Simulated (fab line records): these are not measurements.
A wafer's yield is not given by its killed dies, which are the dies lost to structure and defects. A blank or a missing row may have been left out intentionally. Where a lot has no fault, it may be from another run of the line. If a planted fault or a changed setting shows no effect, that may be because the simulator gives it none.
Matching of chambers ; flow n5Finfet ; 4 sister chambers for N5_BEOL_M5_STRIP_19 on rieDiel-01
The step strips in O2. 4 wafers are shown with their chamber, then 8 later ones without.

WAFERS, EACH WITH ITS CHAMBER
wafer;chamber;showerheadPlenumPTorr (Torr)
L280.1;2;2.16
L280.6;0;2.10
L285.5;3;1.98
L286.2;1;2.07

WAFERS WITH NO CHAMBER GIVEN
wafer;showerheadPlenumPTorr (Torr)
L286.3;2.09
L286.4;2.07
L289.1;2.15
L289.2;2.09
L289.4;2.09
L292.3;2.07
L292.5;2.07
L292.6;2.15

WHICH CHAMBER EACH ONE RAN IN
wafer;from the rows above;in truth
L286.3;can't be placed: 0 or 1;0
L286.4;1;1
L289.1;2;2
L289.2;can't be placed: 0 or 1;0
L289.4;can't be placed: 0 or 1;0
L292.3;1;1
L292.5;1;1
L292.6;2;2
5 of 8 placed correctly. These rows do not allow placing 3 (true chamber among the candidates in 3). 0 placed wrongly.
How it was worked out, from the rows above alone: a wafer's distance from a chamber is the root of the sum, over the readings, of the square of ((its reading less the chamber's mean) divided by the reading's scatter). The wafer belongs to the nearest chamber; if the next one is less than 2 further off, it can't be placed. A chamber's mean is the mean of its shown wafers. The scatter: with one shown wafer a chamber, the root of the mean of the squares of how far each hidden wafer lies from its nearest shown one.
